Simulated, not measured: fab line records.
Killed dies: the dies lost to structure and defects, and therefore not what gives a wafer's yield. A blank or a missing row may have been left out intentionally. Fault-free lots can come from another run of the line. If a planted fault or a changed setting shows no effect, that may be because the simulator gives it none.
Code-filled problem report in 8D (eight disciplines) form :: flow n5Finfet :: the parts of the form that need people (team, actions taken, sign-off) are left out

== 1. THE ISSUE ==
Mean of spinSpeedRpm at N5_WELL_APT_COAT_02: 1436.0 rpm across 6 wafers in 2 lots; on wafers with no fault it is 1357.0 rpm (standard deviation 1). That is +79 standard deviations from the usual mean.
The step: resist thk 950 nm.
The first sign was on wafer L134.2 at day 4 13:29, on lithoTrack-04. At this step, 33 wafers from 12 lots have a number in the record. The rule behind "out" and "out of limits": a value lying over 4 standard deviations away from the usual mean. The rest of the wafers with a number are treated as sound.

== 2. WHAT THIS IS AND IS NOT ==
question: which readings at this step
is: spinSpeedRpm
is not: -

question: which lots
is: L134, L135
is not: L122, L123, L125, L126, L128, L129, L131, L136, L144, L145

question: which wafers of those lots
is: all that have a number
is not: -

question: read on which tools
is: lithoTrack-04
is not: lithoTrack-02, lithoTrack-03

question: when
is: from day 4 13:29
is not: up to then (19 sound wafers); but 8 sound wafers of L136, L144, L145 came after

== 3. THE SUSPECTS, EACH WITH WHAT RULES IT OUT ==
Counting: a tool at any process step up to the reading remains a suspect when it ran all the lots that are out and ran no sound lot after the first of those.
- lithoTrack-04 at N5_WELL_APT_COAT_02 (resist thk 950 nm): kept. It processed each lot that is out, first L134 at day 4 13:29, and no sound lot thereafter; up to then, the last sound lot it processed was L131 at day 3 19:29. Its own spinSpeedRpm readings are out on those wafers.
Remaining after the count: lithoTrack-04 at N5_WELL_APT_COAT_02.

== 4. THE CAUSE (what the simulator had put in) ==
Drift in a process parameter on lithoTrack-04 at N5_WELL_APT_COAT_02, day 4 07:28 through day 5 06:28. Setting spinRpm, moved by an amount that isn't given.
Only this tool survived the counting.

== 5. THE EFFECT CHAIN, in route order ==
Each row: a reading whose mean over the struck wafers that have a number lies more than 3 standard deviations from the usual. Only readings whose record carries a usual standard deviation are examined. hours: median over the lots of the time between each lot's start at the first step of this table that gives one and its start at this step. sigmas: the change, counted in usual standard deviations.
hours: 0
step: N5_WELL_APT_COAT_02
reading: spinSpeedRpm
usual: 1357.0 rpm
on struck wafers: 1436.0
change: +79.0
sigmas: +79
It contains these process steps:
- N5_WELL_APT_COAT_02: resist thk 950 nm.
At these later measuring or inspecting steps, every struck wafer for which the step has a row has a number for every such reading, and none has moved that far: N5_PMOS_HMC_CHANNEL_EPI_CD_MEAS_09, N5_BEOL_M4_RC_MEAS_101.

== 6. HOW IT WOULD HAVE BEEN CAUGHT EARLIER ==
In this record no reading fell out of limits until day 4 13:29, 6 hours after the fault had begun at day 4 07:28.
